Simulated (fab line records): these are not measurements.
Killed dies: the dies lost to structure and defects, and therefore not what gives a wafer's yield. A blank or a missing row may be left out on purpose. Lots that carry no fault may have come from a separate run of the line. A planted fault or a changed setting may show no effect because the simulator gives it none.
Split-lot experiment | flow n5_finfet | on a route of 1938 steps: 7 lots, 21 wafers read

== SPLIT DETAILS ==
At N5_FIN_SAQP_HM_DEP_03 (deposits SiNx from SiH4/NH3/N2, target thk 38 nm, time 33.6 s), the setting time_s was moved away from the recipe's 33.6 s on 8 of the 21 wafers read, by +7.6% to +14.0%. For the rest of the wafers, this setting stayed at what the recipe calls for.

== FROM THE SPLIT TO THE READING: what the file shows between them, 11 steps ==
- N5_FIN_SAQP_THK_MEAS_05
- N5_FIN_SAQP_EXPOSE_13: exposes mask FIN CORE, target cd 35.6 nm (also split here: dose_mj)
- N5_FIN_SAQP_PEB_14: peb time 60 s
- N5_FIN_SAQP_DEVELOP_15: develop time 30 s
- N5_FIN_SAQP_SPACER2_ALD_28: deposits SiO2, target thk 8.1 nm, pulse time 1 s, purge time 2 s
- N5_FIN_SAQP_SPACER2_ETCHBACK_29: etches SiO2 in CHF3/O2, target depth 12.2 nm, time 6.1 s
- N5_FIN_SAQP_MANDREL2_REMOVE_60: chemistry HBr/Cl2/O2, target a-Si, stops on SiNx, bt time 10 s
- N5_FIN_SAQP_HM_OPEN_33: chemistry CH3F/O2, target SiNx, target depth 49.4 nm, time 70.6 s
- N5_FIN_SAQP_ETCH_34: etches SiO2 in C4F6/O2, target depth 45 nm, time 15 s
- N5_FIN_SAQP_STRIP_77: strips in N2/H2, time 90 s
- N5_FIN_SAQP_ETCH_64: etches SiO2 in CF4, target depth 1.5 nm

== THE READING ==
SiNx_of_FIN_SAQP_HM_DEP_03.thk_nm (the simulator's own value, which no gauge read), in nm, at N5_FIN_SAQP_FIN_ETCH_36 (etches the open film in HBr/Cl2/O2, target depth 120 nm, time 50.4 s). No usual value for it is given in the file. Across the 13 wafers here that went through the recipe, the average is 21.0 nm and the standard deviation 0.58 nm.

wafer  | tool, chamber at the split | time_s as run, s | against the recipe | SiNx_of_FIN_SAQP_HM_DEP_03.thk_nm, nm | against lot-mates on the recipe
L074.2 | pecvd-04, 0                | 33.6             | recipe             | 21                                    | -
L074.3 | pecvd-04, 1                | 33.6             | recipe             | 19.6                                  | -
L074.6 | pecvd-04, 2                | 33.6             | recipe             | 21.6                                  | -
L075.3 | pecvd-03, 1                | 36.14            | +7.6%              | 24                                    | no lot-mate on the recipe
L075.4 | pecvd-03, 0                | 36.14            | +7.6%              | 25                                    | no lot-mate on the recipe
L075.6 | pecvd-03, 1                | 36.14            | +7.6%              | 24.2                                  | no lot-mate on the recipe
L083.3 | pecvd-04, 2                | 38.29            | +14.0%             | 26                                    | +4.7
L083.4 | pecvd-04, 1                | 33.6             | recipe             | 21                                    | -
L083.5 | pecvd-04, 0                | 33.6             | recipe             | 21.6                                  | -
L086.1 | pecvd-02, 0                | 33.6             | recipe             | 21                                    | -
L086.2 | pecvd-02, 2                | 36.72            | +9.3%              | 24.2                                  | +3.2
L086.4 | pecvd-02, 0                | 36.72            | +9.3%              | 24.4                                  | +3.4
L087.4 | pecvd-04, 1                | 33.6             | recipe             | 20.8                                  | -
L087.6 | pecvd-04, 2                | 33.6             | recipe             | 20.8                                  | -
L087.5 | pecvd-04, 0                | 33.6             | recipe             | 21.6                                  | -
L091.2 | pecvd-04, 2                | 33.6             | recipe             | 20.2                                  | -
L091.3 | pecvd-04, 0                | 37.9             | +12.8%             | 25                                    | +4.8
L091.5 | pecvd-04, 2                | 37.9             | +12.8%             | 25.4                                  | +5.2
L093.3 | pecvd-03, 2                | 33.6             | recipe             | 21.2                                  | -
L093.5 | pecvd-03, 1                | 33.6             | recipe             | 21.8                                  | -
L093.6 | pecvd-03, 0                | 33.6             | recipe             | 21                                    | -

THE FIT
A straight line over all 21 wafers: SiNx_of_FIN_SAQP_HM_DEP_03.thk_nm changes by +0.358 nm for each +1% of time_s; r = +0.96; the points scatter about the line by 0.6 nm.
The same after taking each lot's own level away (the mean of its wafers on the recipe; 18 wafers): +0.367 nm for each +1%; r = +0.98; scatter 0.47 nm.
Per that fit: largest time_s move, reading shift of 5.1 nm.
The lots' own levels span 20.20 to 21.33 nm, that is 1.9 times the standard deviation above.
Hence the lot-to-lot level has little effect on the slope; both slopes agree.
Check: for one of the wafers moved furthest among these (+14.0%), held out of the fit, the line's prediction against its lot-mates is +5.29 nm. Against them it came out at +4.7 nm.

== OTHER SPLITS APPLIED TO THESE WAFERS ==
Other splits were also applied to these wafers ahead of the reading. Each is held against what the fit with the lots' levels taken away leaves over:
other split on the same wafers          | wafers away from the commonest value | r with SiNx_of_FIN_SAQP_HM_DEP_03.thk_nm (lot level and that fit taken away)
N5_ZERO_LAYER_DEVELOP_10 develop_time_s | 7                                    | -0.27
N5_WELL_APT_COAT_02 spin_rpm            | 11                                   | +0.22
N5_WELL_APT_COAT_19 spin_rpm            | 5                                    | -0.25
N5_FIN_SAQP_EXPOSE_13 dose_mj           | 5                                    | -0.15

== THE WHOLE CHAIN: every reading that the file lists as answering this split, in the file's order ==
step                           | what it does                                                         | reading                                                                            | change (the file's fit)               | r (the file's)
N5_FIN_SAQP_HM_DEP_03          | deposits SiNx from SiH4/NH3/N2, target thk 38 nm, time 33.6 s        | SiNx_of_FIN_SAQP_HM_DEP_03.thk_nm (the simulator's own value, which no gauge read) | +0.389 nm for each +1% of the setting | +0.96
N5_FIN_SAQP_THK_MEAS_05        |                                                                      | thk_nm                                                                             | withheld for each +1% of the setting  | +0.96
N5_FIN_SAQP_MANDREL2_REMOVE_60 | chemistry HBr/Cl2/O2, target a-Si, stops on SiNx, bt time 10 s       | SiNx_of_FIN_SAQP_HM_DEP_03.thk_nm (the simulator's own value, which no gauge read) | +0.383 nm for each +1% of the setting | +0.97
N5_FIN_SAQP_HM_OPEN_33         | chemistry CH3F/O2, target SiNx, target depth 49.4 nm, time 70.6 s    | etch_rf_on_time_s                                                                  | withheld for each +1% of the setting  | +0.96
N5_FIN_SAQP_HM_OPEN_33         | chemistry CH3F/O2, target SiNx, target depth 49.4 nm, time 70.6 s    | etch.depth_nm (the simulator's own value, which no gauge read)                     | +0.385 nm for each +1% of the setting | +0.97
N5_FIN_SAQP_FIN_ETCH_36        | etches the open film in HBr/Cl2/O2, target depth 120 nm, time 50.4 s | SiNx_of_FIN_SAQP_HM_DEP_03.thk_nm (the simulator's own value, which no gauge read) | +0.36 nm for each +1% of the setting  | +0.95

== FILE'S OWN FIT ==
SiNx_of_FIN_SAQP_HM_DEP_03.thk_nm changes by +0.36 nm for each +1% of time_s, r = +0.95.
